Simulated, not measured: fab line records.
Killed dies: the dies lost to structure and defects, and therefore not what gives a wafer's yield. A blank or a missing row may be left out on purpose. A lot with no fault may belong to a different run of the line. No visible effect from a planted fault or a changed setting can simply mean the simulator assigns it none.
Split-lot study + flow n5_finfet + 7 lots, 39 wafers read, on a route of 1938 steps

ON THE SPLIT
At N5_PASSIVATION_ETCH_54 (etches SiO2 in CHF3/O2, target depth 880 nm, time 440 s), the setting time_s was moved away from the recipe's 440 s on 12 of the 39 wafers read, by -49.9% to +58.5%. For the rest of the wafers, this setting stayed at what the recipe calls for.

The reading comes from the split's own step.

THE READING
etch.depth_nm (the simulator's own value, which no gauge read), in nm, at N5_PASSIVATION_ETCH_54 (etches SiO2 in CHF3/O2, target depth 880 nm, time 440 s). The file does not state a usual value for it. Here, 27 wafers ran the recipe; their average is 878.9 nm with a standard deviation of 18 nm.

| wafer  | tool, chamber at the split | time_s as run, s | against the recipe | etch.depth_nm, nm | against lot-mates on the recipe |
|--------|----------------------------|------------------|--------------------|-------------------|---------------------------------|
| L074.1 | rie_diel-02, 0             | 440              | recipe             | 877.7             | -                               |
| L074.2 | rie_diel-02, 3             | 440              | recipe             | 891.3             | -                               |
| L074.3 | rie_diel-02, 2             | 224.5            | -49.0%             | 442               | -425.8                          |
| L074.4 | rie_diel-02, 1             | 440              | recipe             | 834.4             | -                               |
| L074.5 | rie_diel-02, 2             | 224.5            | -49.0%             | 445.6             | -422.2                          |
| L074.6 | rie_diel-02, 3             | 224.5            | -49.0%             | 454.3             | -413.5                          |
| L076.1 | rie_diel-02, 0             | 440              | recipe             | 884.2             | -                               |
| L076.2 | rie_diel-02, 2             | 440              | recipe             | 871               | -                               |
| L076.3 | rie_diel-02, 1             | 440              | recipe             | 847               | -                               |
| L076.4 | rie_diel-02, 3             | 440              | recipe             | 899.2             | -                               |
| L076.5 | rie_diel-02, 2             | 440              | recipe             | 865.9             | -                               |
| L076.6 | rie_diel-02, 1             | 440              | recipe             | 844.8             | -                               |
| L080.1 | rie_diel-05, 2             | 440              | recipe             | 890.9             | -                               |
| L080.2 | rie_diel-05, 1             | 440              | recipe             | 890.4             | -                               |
| L080.3 | rie_diel-05, 3             | 440              | recipe             | 875.6             | -                               |
| L080.4 | rie_diel-05, 3             | 440              | recipe             | 871.3             | -                               |
| L080.5 | rie_diel-05, 1             | 440              | recipe             | 882.6             | -                               |
| L080.6 | rie_diel-05, 2             | 440              | recipe             | 877.9             | -                               |
| L083.1 | rie_diel-02, 2             | 440              | recipe             | 879.8             | -                               |
| L083.2 | rie_diel-02, 3             | 362.8            | -17.5%             | 740.7             | -132.6                          |
| L083.3 | rie_diel-02, 0             | 362.8            | -17.5%             | 733.8             | -139.5                          |
| L083.4 | rie_diel-02, 1             | 362.8            | -17.5%             | 693.4             | -179.9                          |
| L083.5 | rie_diel-02, 0             | 440              | recipe             | 891.3             | -                               |
| L083.6 | rie_diel-02, 1             | 440              | recipe             | 848.8             | -                               |
| L085.1 | rie_diel-05, 1             | 440              | recipe             | 877.7             | -                               |
| L085.2 | rie_diel-05, 0             | 220.6            | -49.9%             | 458.5             | -421.2                          |
| L085.3 | rie_diel-05, 2             | 220.6            | -49.9%             | 448.2             | -431.5                          |
| L085.4 | rie_diel-05, 3             | 440              | recipe             | 872.1             | -                               |
| L085.5 | rie_diel-05, 3             | 220.6            | -49.9%             | 437.5             | -442.2                          |
| L085.6 | rie_diel-05, 2             | 440              | recipe             | 889.3             | -                               |
| L090.1 | rie_diel-05, 0             | 440              | recipe             | 897.8             | -                               |
| L090.2 | rie_diel-05, 1             | 440              | recipe             | 888.2             | -                               |
| L090.6 | rie_diel-05, 2             | 440              | recipe             | 894.9             | -                               |
| L094.1 | rie_diel-02, 1             | 697.6            | +58.5%             | 1310              | +414.4                          |
| L094.2 | rie_diel-02, 0             | 697.6            | +58.5%             | 1389              | +493.4                          |
| L094.3 | rie_diel-02, 2             | 440              | recipe             | 874.9             | -                               |
| L094.4 | rie_diel-02, 3             | 440              | recipe             | 907.9             | -                               |
| L094.5 | rie_diel-02, 3             | 440              | recipe             | 903.9             | -                               |
| L094.6 | rie_diel-02, 2             | 697.6            | +58.5%             | 1380              | +484.4                          |

THE FIT
A straight line over all 39 wafers: etch.depth_nm changes by +8.5 nm for each +1% of time_s; r = +1.00; the points scatter about the line by 20 nm.
The same after taking each lot's own level away (the mean of its wafers on the recipe; 39 wafers): +8.31 nm for each +1%; r = +1.00; scatter 19 nm.
According to that fit, moving time_s by its largest amount changes the reading by 4.9e+02 nm.
The span of the lots' own levels, 867.80 to 895.57 nm, comes to 1.5 times the standard deviation stated above.
Hence the lot-to-lot level has little effect on the slope; both slopes agree.
Check: for one of the wafers moved furthest among these (+58.5%), held out of the fit, the line's prediction against its lot-mates is +498 nm. Against them it came out at +414 nm.

THESE WAFERS: OTHER SPLITS
Other splits were also applied to these wafers ahead of the reading. Each is held against what the fit with the lots' levels taken away leaves over:
| other split on the same wafers     | wafers away from the commonest value | r with etch.depth_nm (lot level and that fit taken away) |
|------------------------------------|--------------------------------------|----------------------------------------------------------|
| N5_FIN_CUT_CUT_ETCH_26 time_s      | 12                                   | +0.02                                                    |
| N5_SD_EPI_P_ETCH_16 target_depth_a | 12                                   | +0.06                                                    |
| N5_BEOL_M0_DEP_125 time_s          | 15                                   | +0.08                                                    |
| N5_BEOL_M2_DEP_57 time_s           | 15                                   | -0.12                                                    |
| N5_BEOL_M11_ETCH_66 time_s         | 15                                   | +0.14                                                    |
| N5_BEOL_M15_DEP_53 time_s          | 15                                   | +0.15                                                    |

THE WHOLE CHAIN: every reading that the file lists as answering this split, in the file's order
| step                   | what it does                                            | reading                                                                       | change (the file's fit)              | r (the file's) |
|------------------------|---------------------------------------------------------|-------------------------------------------------------------------------------|--------------------------------------|----------------|
| N5_PASSIVATION_ETCH_54 | etches SiO2 in CHF3/O2, target depth 880 nm, time 440 s | PASSIVATION.feature_depth_nm (the simulator's own value, which no gauge read) | +8.35 nm for each +1% of the setting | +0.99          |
| N5_PASSIVATION_ETCH_54 | etches SiO2 in CHF3/O2, target depth 880 nm, time 440 s | etch.depth_nm (the simulator's own value, which no gauge read)                | +8.34 nm for each +1% of the setting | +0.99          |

THE FILE'S OWN FIT
etch.depth_nm changes by +8.34 nm for each +1% of time_s, r = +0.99.
